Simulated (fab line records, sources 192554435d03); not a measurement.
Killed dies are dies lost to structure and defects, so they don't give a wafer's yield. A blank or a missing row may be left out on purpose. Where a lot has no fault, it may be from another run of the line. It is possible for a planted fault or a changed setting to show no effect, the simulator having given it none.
Chamber matching    flow n5-finfet    N5_MOL_CONTACT_COAG_ETCHBACK_132 on rie-diel-01: 4 sister chambers
The step etches SiO2 in CHF3, target depth 10 nm, time 6.7 s. 16 wafers are shown with their chamber, then 8 later ones without.

WAFERS WITH THEIR CHAMBER
wafer   chamber  throttle-valve-pct (%)  showerhead-plenum-p-Torr (Torr)  rf-vpp-V (V)
L076.1  1        18.65                   2.33                             530
L076.4  2        19.01                   2.28                             522
L076.5  1        18.65                   2.33                             528
L079.1  0        19.05                   2.48                             515
L079.4  3        18.27                   2.34                             522
L079.6  1        18.67                   2.32                             530
L081.1  0        19.05                   2.48                             513
L081.3  3        18.26                   2.34                             523
L081.4  1        18.68                   2.32                             529
L089.2  0        19.07                   2.47                             514
L089.3  3        18.30                   2.33                             522
L089.6  1        18.68                   2.32                             529
L091.1  1        18.69                   2.31                             530
L091.2  3        18.29                   2.33                             523
L091.6  0        19.10                   2.47                             514
L093.1  0        19.10                   2.47                             514

SIGNATURES, as means of the wafers listed above
reading                   chamber 0  chamber 1  chamber 2  chamber 3  scatter within a chamber
throttle-valve-pct        19.0740    18.6700    19.0100    18.2800    0.0202
showerhead-plenum-p-Torr  2.4740     2.3217     2.2800     2.3350     0.00648
rf-vpp-V                  514.00     529.33     522.00     522.50     0.726
Rule: for each reading, subtract the chamber's mean from the wafer's reading, divide by that reading's scatter and square the result; add these up over the readings and take the root, which gives the wafer's distance from the chamber. The wafer belongs to the nearest chamber; if the next one is less than 2 further off, it can't be placed. The scatter: take each reading less its chamber's mean, square it, sum over the shown wafers, divide by the number of wafers less the number of chambers, and take the root.

WAFERS WHOSE CHAMBER IS MISSING
wafer   throttle-valve-pct (%)  showerhead-plenum-p-Torr (Torr)  rf-vpp-V (V)
L093.4  18.71                   2.31                             529
L093.6  18.72                   2.31                             530
L094.1  18.70                   2.31                             530
L094.2  18.32                   2.33                             524
L094.5  19.09                   2.47                             512
L096.2  19.09                   2.46                             514
L096.4  18.71                   2.31                             529
L096.5  19.10                   2.47                             512

WHICH CHAMBER EACH ONE RAN IN
wafer   from the rows above  in truth
L093.4  1                    1
L093.6  1                    1
L094.1  1                    1
L094.2  3                    3
L094.5  0                    0
L096.2  0                    0
L096.4  1                    1
L096.5  0                    0
8 of 8 placed correctly. Not placeable from these rows: 0. Placed wrongly: 0.
